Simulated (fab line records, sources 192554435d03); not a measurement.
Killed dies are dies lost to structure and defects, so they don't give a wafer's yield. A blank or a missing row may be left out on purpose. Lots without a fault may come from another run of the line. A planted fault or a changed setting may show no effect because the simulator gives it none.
Split-lot experiment | flow n5_finfet | 7 lots, 21 wafers read, on a route of 1938 steps

THE SPLIT
At N5_BEOL_M5_ETCH_62 (etches SOC in N2/H2, target depth 75 nm, overetch 15 nm, time 112.5 s), the setting source_w was moved away from the recipe's 840 W on 11 of the 21 wafers read, by -10.2% to +17.7%. The other wafers ran this setting at the recipe's value.

The reading is taken at the split's own step.

THE READING
rf_vpp_V, in V, at N5_BEOL_M5_ETCH_62 (etches SOC in N2/H2, target depth 75 nm, overetch 15 nm, time 112.5 s). Fault-free wafers of this fab line usually give 525.6 V, standard deviation 1.9 V.

wafer  | tool, chamber at the split | source_w as run, W | against the recipe | rf_vpp_V, V | against lot-mates on the recipe
L074.1 | rie_diel-06, 3             | 754.2              | -10.2%             | 543.2       | +20.6
L074.2 | rie_diel-06, 2             | 840                | recipe             | 522.6       | -
L074.4 | rie_diel-06, 1             | 754.2              | -10.2%             | 545.2       | +22.6
L075.3 | rie_diel-04, 0             | 759.2              | -9.6%              | 542.2       | no lot-mate on the recipe
L075.4 | rie_diel-04, 1             | 759.2              | -9.6%              | 544.7       | no lot-mate on the recipe
L075.5 | rie_diel-04, 2             | 759.2              | -9.6%              | 546.3       | no lot-mate on the recipe
L076.1 | rie_diel-03, 0             | 840                | recipe             | 527.9       | -
L076.4 | rie_diel-03, 2             | 988.7              | +17.7%             | 492.7       | -35.2
L076.5 | rie_diel-03, 3             | 988.7              | +17.7%             | 500.4       | -27.5
L077.1 | rie_diel-06, 3             | 840                | recipe             | 524.3       | -
L077.3 | rie_diel-06, 2             | 840                | recipe             | 522.2       | -
L077.6 | rie_diel-06, 3             | 840                | recipe             | 525.1       | -
L080.4 | rie_diel-04, 3             | 840                | recipe             | 525.8       | -
L080.5 | rie_diel-04, 3             | 840                | recipe             | 525.9       | -
L080.6 | rie_diel-04, 0             | 840                | recipe             | 526.1       | -
L083.1 | rie_diel-03, 3             | 910.7              | +8.4%              | 513.6       | no lot-mate on the recipe
L083.2 | rie_diel-03, 1             | 910.7              | +8.4%              | 511.8       | no lot-mate on the recipe
L083.6 | rie_diel-03, 0             | 910.7              | +8.4%              | 515.0       | no lot-mate on the recipe
L090.4 | rie_diel-04, 3             | 940.3              | +11.9%             | 506.9       | -18.2
L090.5 | rie_diel-04, 3             | 840                | recipe             | 526.0       | -
L090.6 | rie_diel-04, 0             | 840                | recipe             | 524.3       | -

THE FIT
A straight line over all 21 wafers: rf_vpp_V changes by -1.7 V for each +1% of source_w; r = -0.99; the points scatter about the line by 2.4 V.
The same after taking each lot's own level away (the mean of its wafers on the recipe; 15 wafers): -1.83 V for each +1%; r = -0.99; scatter 2.2 V.
On that fit, the largest move of source_w shifts the reading by 32 V.
The lots' own levels span 522.60 to 527.90 V, that is 2.8 times the standard deviation above.
So the lot-to-lot level changes the slope little: the two slopes agree.
Check: with one of the wafers moved furthest among these (+17.7%) left out of the fit, the line predicts -29.8 V for it against its lot-mates. It came out at -35.2 V against them.
Tool readings at the split's step, against how far the setting was moved: rf_vpp_V r = -0.99.

THE FILE'S OWN FIT
rf_vpp_V changes by -1.77 V for each +1% of source_w, r = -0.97.
